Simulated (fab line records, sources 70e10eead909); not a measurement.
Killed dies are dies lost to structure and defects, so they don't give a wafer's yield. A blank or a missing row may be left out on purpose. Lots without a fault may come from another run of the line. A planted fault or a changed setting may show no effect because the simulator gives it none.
Chamber matching | flow nand_harc | NHARC_A_STAIRCASE_CMP_152 on cmp-01: 3 sister chambers
The step polishes. 3 wafers are shown with their chamber, then 5 later ones without.

WAFERS WITH THEIR CHAMBER
wafer  | chamber | motor_current_A (A)
L274.3 | 2       | 11.4
L276.2 | 0       | 9.7
L276.3 | 1       | 11.5

WAFERS WITHOUT THEIR CHAMBER
wafer  | motor_current_A (A)
L276.4 | 11.5
L278.2 | 11.6
L278.4 | 10.0
L279.2 | 10.6
L279.4 | 9.8

WHICH CHAMBER EACH WENT THROUGH
wafer  | from the rows above          | in truth
L276.4 | can't be placed: 1 or 2      | 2
L278.2 | can't be placed: 1 or 2      | 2
L278.4 | 0                            | 0
L279.2 | can't be placed: 2 or 0 or 1 | 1
L279.4 | 0                            | 0
Placed correctly: 2 of 5. Can't be placed from these rows: 3 (the true chamber is among the candidates in 3). Placed wrongly: 0.
How it was worked out, from the rows above alone: a wafer's distance from a chamber is the root of the sum, over the readings, of the square of ((its reading less the chamber's mean) divided by the reading's scatter). The wafer belongs to the nearest chamber; if the next one is less than 2 further off, it can't be placed. A chamber's mean is the mean of its shown wafers. The scatter: with one shown wafer a chamber, the root of the mean of the squares of how far each hidden wafer lies from its nearest shown one.
